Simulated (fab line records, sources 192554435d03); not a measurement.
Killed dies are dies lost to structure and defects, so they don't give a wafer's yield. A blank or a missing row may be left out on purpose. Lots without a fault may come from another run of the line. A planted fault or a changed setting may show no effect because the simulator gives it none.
fab line records | flow n5_finfet
record lots=4 wafers=12 last_day=16
route steps=1938 shown FIN_CUT@166 STI_FIN_REVEAL@183 BEOL_M4@1111 PASSIVATION@1936
lots that met no fault: from a run of the same line without faults
start_h: hours from the record's first day to the start of the lot's first wafer shown | wait_h: hours since the lot's step before | " the same as in the row above | L1.1+2: a row that stands for several wafers | - no value, or no start given | * or withheld: withheld | < > ~ a bound
route shown NAME@n: a module of which the file shows steps, and the number in the route of the first | usual: mean/standard deviation of fault-free wafers | same: alike in all rows | chamber/n: place in a boat | sites: the reading at each site | _std_site: their standard deviation | _edge_site: outer sites' mean less inner sites' | radius_mm: how far each site lies from the wafer's centre | mask NAME#n: copy n | behind: the tool/chamber that last shaped the wafer | hold: why the lot was held/for how many hours/how that ended | device: the transistor (n, p or np) that didn't switch | end of line: the same wafers' tests at the end of the route | a step without rows: its recipe alone | killed: dies lost to structure and defects at the first sort, not the wafer's yield | map: a wafer's dies, x killed, . not, _ none there
set.NAME: the setting as run; set.NAME@STEP: as run at that earlier step | model.NAME: the simulator's own value behind a step, which no gauge read
lots at some steps of the route; a table a step, a row a wafer
services: from which hour (start_h, from the record's first day; less than 0 if before it) a tool's chamber was out of use, for how many hours, and why
## steps
# step N5_FIN_CUT_DESCUM_13
# recipe chemistry=O2 time_s=7 source_power_w=50 bias_power_w=20 pressure_mtorr=20 rf_frequency_hz=2.712e+07 temp_c=40 resist=CAR-EUV o2_flow_sccm=225
# step N5_FIN_CUT_ETCH_30
# recipe chemistry=N2/H2 target=underlayer target_depth_a=130 mask_material=CAR-EUV time_s=10.4 ion_energy_ev=200 pressure_mtorr=30 source_w=840 bias_w=150 n2_flow_sccm=200 h2_flow_sccm=200 ends=cleared
# step N5_FIN_CUT_ETCH_20
# recipe chemistry=CF4 target=SiARC target_depth_a=260 mask_material=CAR-EUV time_s=43.3 ion_energy_ev=80 pressure_mtorr=40 source_w=545 bias_w=36 Ar_flow_sccm=100 cf4_flow_sccm=100 ends=cleared
# step N5_FIN_CUT_ETCH_21
# recipe chemistry=N2/H2 target=SOC target_depth_a=2190 overetch_a=438 mask_material=SiARC temp_c=40 ion_energy_ev=100 bias_w=61 time_s=523.5 pressure_mtorr=30 source_w=850 n2_flow_sccm=200 h2_flow_sccm=200
# step N5_FIN_CUT_STRIP_23
# recipe chemistry=N2/H2 temp_c=40 n2_flow_sccm=200 h2_flow_sccm=200 rf_frequency_hz=6e+07
# step N5_FIN_CUT_STRIP_31
# recipe chemistry=N2/H2 temp_c=40 n2_flow_sccm=200 h2_flow_sccm=200 rf_frequency_hz=6e+07
# step N5_FIN_CUT_STRIP_24
# recipe chemistry=CF4 resist=SiARC power_w=300 bias_power_w=75 pressure_mtorr=50 cf4_flow_sccm=150 rf_frequency_hz=6e+07
# step N5_FIN_CUT_CUT_ETCH_26
# recipe chemistry=CH3F/O2 target=SiNx target_depth_a=390 mask_material=SOC time_s=55.7 pressure_mtorr=30 source_w=395 bias_w=73 Ar_flow_sccm=150 CH3F_flow_sccm=30 O2_flow_sccm=20 ion_energy_ev=120
# step N5_FIN_CUT_CUT_ETCH_27
# recipe chemistry=CHF3/O2 target=SiO2 target_depth_a=40 mask_material=SOC overetch_a=20 time_s=4.9 pressure_mtorr=30 source_w=650 bias_w=170 Ar_flow_sccm=200 CHF3_flow_sccm=50 O2_flow_sccm=5 ion_energy_ev=200
# step N5_FIN_CUT_PRECLEAN_35
# recipe time_s=13.3 temp_c=45 pressure_torr=125 p_hf_torr=3 p_coreactant_torr=25 chemistry=vHF
# step N5_FIN_CUT_CUT_ETCH_15
# recipe chemistry=HBr/Cl2/O2 target=Si target_depth_a=1000 bt_time_s=10 mask_material=SOC time_s=42.4 ion_energy_ev=* bias_w=* pressure_mtorr=10 icp_w=800 HBr_flow_sccm=150 Cl2_flow_sccm=80 O2_flow_sccm=12
# usual drypump_motor_current_A=6.0/0.53 oes_product_au=0.997/0.014 throttle_valve_pct=37.22/0.26
# columns lot.wafer tool chamber start_h wait_h drypump_motor_current_A oes_product_au rf_hours_counter_h throttle_valve_pct
L516.2 rie_si-03 1 51.74 0.1 6.2 0.988 79 37.45
L516.3 " 3 " " 5.9 0.982 56 37.07
L516.5 " 3 " " 5.9 0.983 - 37.08
L518.1 rie_si-03 1 63.43 0.1 6.1 0.987 79 37.45
L518.3 " 2 " " 5.0 1.019 142 37.25
L518.6 " 0 " " 6.5 0.995 - 37.63
L523.1 rie_si-03 1 95.82 0.1 6.2 0.985 80 37.46
L523.4 " 0 " " 6.5 0.992 159 37.64
L523.5 " 0 " " 6.5 1.008 - 37.64
L531.1 rie_si-02 0 141.93 0.1 6.6 0.996 101 36.66
L531.2 " 1 " " 5.4 0.993 85 36.98
L531.3 " 3 " " 5.4 1.006 51 37.25
# step N5_FIN_CUT_CUT_ETCH_28
# recipe chemistry=HBr/Cl2/O2 target=Si target_depth_a=60 mask_material=SOC time_s=2.4 ion_energy_ev=* bias_w=* pressure_mtorr=10 icp_w=800 HBr_flow_sccm=150 Cl2_flow_sccm=80 O2_flow_sccm=12
# step N5_FIN_CUT_STRIP_22
# recipe chemistry=N2/H2 power_w=500 temp_c=40 pressure_mtorr=50 rf_frequency_hz=6e+07 overash_fraction=0.3 bias_power_w=8 h2_frac=0.5 n2_flow_sccm=300 h2_flow_sccm=300
# step N5_FIN_CUT_PRECLEAN_36
# recipe chemistry=O3/DIW time_s=60 temp_c=22 o3_ppm=10
# step N5_FIN_CUT_SRD_32
# recipe dry=ipa_marangoni time_s=30 temp_c=23 rinse_liquid=diw
# step N5_FIN_CUT_UV_OZONE_34
# recipe time_s=120 pressure_torr=760 temp_c=25
# step N5_FIN_CUT_INSPECT_17
# recipe inspect_instrument=brightfield mode=aei
# usual raw_defect_count=241/62
# columns lot.wafer tool chamber start_h wait_h raw_defect_count
L516.2 defect_inspect-01 - 52.02 0.0 299
L516.3 " - " " 283
L516.5 " - " " 263
L518.1 defect_inspect-02 - 63.87 0.0 209
L518.3 " - " " 158
L518.6 " - " " 880
L523.1 defect_inspect-01 - 96.12 0.0 186
L523.4 " - " " 785
L523.5 " - " " 802
L531.1 defect_inspect-02 - 142.22 0.0 227
L531.2 " - " " 178
L531.3 " - " " 241
# step N5_STI_FIN_REVEAL_ALD_00
# recipe material=SiO2 target_thk_a=10 temp_c=300 ald_precursor_family=BDEAS ald_co_reactant=O2-plasma pulse_time_s=1 pressure_torr=2
# step N5_BEOL_M4_RC_MEAS_101
# usual DIBL_N=37.5/1.9 DIBL_P=37.3/2.4 IOFF_N=0.18/0.038 IOFF_P=0.23/0.045 ION_N=677/11 ION_P=464/8.1 SS_N=72.0/0.68 SS_P=73.5/0.77 VT_N=249/3.3 VT_P=-249/3.6
# columns lot.wafer tool chamber start_h wait_h DIBL_N[mV/V] DIBL_P[mV/V] IOFF_N[nA/um] IOFF_P[nA/um] ION_N[uA/um] ION_P[uA/um] SS_N[mV/dec] SS_P[mV/dec] VT_N[mV] VT_P[mV]
L516.2 prober-02 0 188.40 0.2 39.6 37.7 0.21 0.21 672 455 72.4 72.7 248 -254
L516.3 " 0 " " 34.8 34.8 0.12 0.18 670 465 71.1 72.1 253 -254
L516.5 " 0 " " 38.3 39.5 0.17 0.24 674 463 72.7 73.7 249 -250
L518.1 prober-01 0 192.86 0.0 32.4 31.8 0.09 0.13 658 455 70.8 72.0 258 -256
L518.3 " 0 " " 35.6 36.2 0.14 0.17 677 449 71.6 73.2 253 -258
L518.6 " 0 " " 39.0 38.2 0.21 0.18 686 452 72.7 74.0 249 -257
L523.1 prober-01 0 227.59 0.0 38.5 36.0 0.19 0.24 675 466 72.9 74.3 247 -247
L523.4 " 0 " " 35.0 33.6 0.13 0.20 654 460 70.5 73.0 254 -248
L523.5 " 0 " " 37.2 35.0 0.17 0.23 692 468 72.1 72.0 248 -247
L531.1 prober-02 0 283.07 0.0 36.5 36.2 0.15 0.20 681 464 70.6 72.8 249 -252
L531.2 " 0 " " 37.8 36.7 0.16 0.20 679 462 72.3 72.4 250 -251
L531.3 " 0 " " 38.7 37.4 0.18 0.22 675 463 72.7 73.2 248 -250
# step N5_PASSIVATION_PROBE_49
# usual defect_limited_yield=91.2/1.5 killed_at_M0_to_M3=31/10 killed_at_M4_up=15/5.9 killed_at_contacts=13/6 killed_at_front_end=41/11 killed_at_other=4/3.1 killed_dies=104/18 killed_on_rim=14/4.1 killed_open=68/13 killed_short=33/8.1 sort_bin_5_function=5.1/1.1 sort_bin_6_memory=3.2/0.69 sort_n_pass=1076/18 sort_yield_pct=91.2/1.5
# same gross_dies=1180 killed_at_back_side=0 sort_bin_4_leakage[%]=0 sort_bin_8_speed[%]=0
# columns lot.wafer tool chamber start_h wait_h defect_limited_yield[%] killed_at_M0_to_M3 killed_at_M4_up killed_at_contacts killed_at_front_end killed_at_other killed_dies killed_on_rim killed_open killed_short sort_bin_5_function[%] sort_bin_6_memory[%] sort_n_pass sort_yield_pct[%]
L516.2 prober-01 - 290.30 0.1 91.7 19 17 17 40 5 98 15 69 27 3.7 4.4 1082 91.7
L516.3 prober-01 - 290.35 0.1 93.5 14 15 23 25 0 77 15 52 25 3.2 3.1 1103 93.5
L516.5 prober-01 - 290.45 0.2 91.2 18 12 18 53 3 104 19 75 28 4.7 3.7 1076 91.2
L518.1 prober-01 - 291.07 0.0 89.4 58 11 12 38 6 125 16 71 39 5.5 3.5 1055 89.4
L518.3 prober-01 - 291.17 0.1 90.2 49 15 12 30 10 116 21 69 45 5.7 3.6 1064 90.2
L518.6 prober-01 - 291.32 0.3 85.8 39 13 9 105 2 168 30 56 35 8.1 3.6 1012 85.8
L523.4 prober-01 - 329.73 0.2 84.8 24 18 4 123 10 179 31 59 46 9.0 4.0 1001 84.8
L523.5 prober-01 - 329.78 0.2 85.2 33 21 10 108 3 175 30 57 44 8.9 3.8 1005 85.2
# killed by level:class
L516.2 MOL_CONTACT_COAG:geometric_particle:open=12 FIN_SAQP:geometric_particle:short=11 FIN_SAQP:geometric_particle:open=9 STI_FIN_REVEAL:geometric_particle:open=8 BEOL_M2:geometric_particle:open=7 BEOL_M0_SAQP:geometric_particle:open=6 MOL_CONTACT_COAG:geometric_particle:short=4 BEOL_M4:geometric_particle:open=4
L516.3 MOL_CONTACT_COAG:geometric_particle:open=19 FIN_SAQP:geometric_particle:short=6 STI_FIN_REVEAL:geometric_particle:open=6 BEOL_M5:geometric_particle:open=6 FIN_SAQP:geometric_particle:open=4 STARTING-WAFER:geometric_particle:short=4 MOL_CONTACT_COAG:geometric_particle:short=4 BEOL_M0_SAQP:geometric_particle:short=4
L516.5 STI_FIN_REVEAL:geometric_particle:open=16 MOL_CONTACT_COAG:geometric_particle:open=14 FIN_SAQP:geometric_particle:short=10 DUMMY_GATE:geometric_particle:open=8 FIN_SAQP:geometric_particle:open=6 BEOL_M1:geometric_particle:open=5 BEOL_M5:geometric_particle:open=5 BEOL_M0_SAQP:geometric_particle:short=4
L518.1 BEOL_M0_SAQP:geometric_particle:short=14 HKMG_FIN:area_etch=14 BEOL_M3:geometric_particle:open=10 BEOL_M0:geometric_particle:open=9 MOL_CONTACT_COAG:geometric_particle:open=8 STI_FIN_REVEAL:geometric_particle:open=7 BEOL_M0_SAQP:geometric_particle:open=7 BEOL_M2:geometric_particle:open=5
L518.3 BEOL_M0_SAQP:geometric_particle:open=12 BEOL_M0_SAQP:geometric_particle:short=12 MOL_CONTACT_COAG:geometric_particle:open=8 BEOL_M3:geometric_particle:open=8 BEOL_M4:geometric_particle:open=7 BEOL_M1:geometric_particle:open=6 BEOL_M3:geometric_particle:short=6 FIN_SAQP:geometric_particle:open=5
L518.6 FIN_CUT:unspecified=75 BEOL_M0_SAQP:geometric_particle:short=10 BEOL_M0_SAQP:geometric_particle:open=8 STI_FIN_REVEAL:geometric_particle:open=7 MOL_CONTACT_COAG:geometric_particle:open=6 BEOL_M3:geometric_particle:open=6 BEOL_M2:geometric_particle:open=5 FIN_SAQP:geometric_particle:short=4
L523.4 FIN_CUT:unspecified=73 FIN_SAQP:geometric_particle:short=19 BEOL_M4:geometric_particle:open=13 FIN_SAQP:geometric_particle:open=9 BEOL_M0:geometric_particle:open=8 GATE_CUT:geometric_particle:short=7 ILD0:geometric_particle:open=5 STI_FIN_REVEAL:geometric_particle:open=4
L523.5 FIN_CUT:unspecified=71 FIN_SAQP:geometric_particle:short=13 FIN_SAQP:geometric_particle:open=11 BEOL_M4:geometric_particle:open=10 BEOL_M0_SAQP:geometric_particle:short=7 MOL_CONTACT_COAG:geometric_particle:open=7 BEOL_M0_SAQP:geometric_particle:open=6 BEOL_M2:geometric_particle:open=5
# map L518.6 (x killed, . not)
_________________xxxxxxxxxxxx________________
______________xxxxxxxxxxxxxxx..._____________
___________....xxxxxxxxxxxxx...x.x.__________
__________.....x.xxxxxxxxxxxx...x..._________
________......x.xxxxxxxxxxxx.........._______
_______x.........xx.xxx.xx.x..........x______
______x.............x.x................._____
_____x........x...x.......x..............____
____..x............x..........x....x......___
___.x...........x...x....x......xx.x......x__
___.........................x.........x.x..__
__....................x....................._
__x..xx......x.x.......x...................._
_...x............x............x.x............
_.............x....x......x.........x.....x..
_.......x..........x...x...............x.....
_............x.................x.............
_.x.xx.........xx............x.x....x.x......
_.....x...................................x..
_.........x..................................
_..........x.............x......x............
__.............................xx.x........._
__.....................x...................._
___.............x...x.....x................__
___..x..................x.....x............__
____....x.x..................x............___
_____...............................x....____
______....x.x..........................x_____
_______......x...x............xx.......______
________.x...............x....x......._______
__________.x....................x..._________
___________..x.....x.x.............__________
______________....x............._____________
_________________............________________
# map L523.4 (x killed, . not)
_________________xxxxxxxxxxxx________________
______________.xxxxxxxxxxxxxx..._____________
___________....xxxxxxxxxxxxxxx..x..__________
__________....xxxxxxxxxxxxxx.......x_________
________...x...xxxxxxxxx.xxx.......x.._______
_______........x.x.x.xxx..x...x........______
______..........x..x....x.....x........._____
_____.........x........x.x..x............____
____................x.....................___
___...........x.....xx.x.................x.__
___.x................x........x...x........__
__.....................xx..................._
__x.x...............x............x....x....x_
_.xx...x.................x.........x...x.x...
_....x.......x.................x....x........
_...x...........x....xx......................
_...........x.............................x.x
_.......x...............x...........x......x.
_.....x.x..............................x.....
_...............x...............x...x....x...
_.x.............x..x..............x..........
__.x.........x.x........................x..._
__.........x................xx.............._
___....x........x...........x.x............__
___...x....x.....x...x.x.......x..x.x......__
____.......x...............x..............___
_____...........................x.x......____
______..........x..x...................._____
_______.......x.........x.............x______
________.......................x......_______
__________x...xx.........x....x....x_________
___________.............x..x.......__________
______________.....x........x.xx_____________
_________________............________________
## services
# columns tool chamber start_h hours kind
rie_si-03 - 104.71 2.8 pm
rie_si-03 - 115.01 0.2 repair
rie_si-02 - 125.90 15.6 pm
## key
first_sign step=N5_FIN_CUT_INSPECT_17 reading=raw_defect_count direction=up sigmas=9.3 usual=241 struck=822
effect step=N5_PASSIVATION_PROBE_49 reading=killed_at_front_end direction=up sigmas=6.5 usual=41 struck=112
more_kills_born_at N5_FIN_CUT_CUT_ETCH_15@rie_si-03=219
met_at N5_FIN_CUT_CUT_ETCH_15
struck_wafers L518.6,L523.4,L523.5
baseline_loss step=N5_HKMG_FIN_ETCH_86 wafers=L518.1
fault kind=chamber_particle_source tool=rie_si-03 chamber=0 onset_h=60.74 steps=N5_FIN_CUT_CUT_ETCH_15 rate_per_visit_cm2=1.0091 end_h=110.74
# baseline_loss: these wafers lose ten dies or more at that step, a loss of the line's own and not of a fault; the sort's usual values leave them out
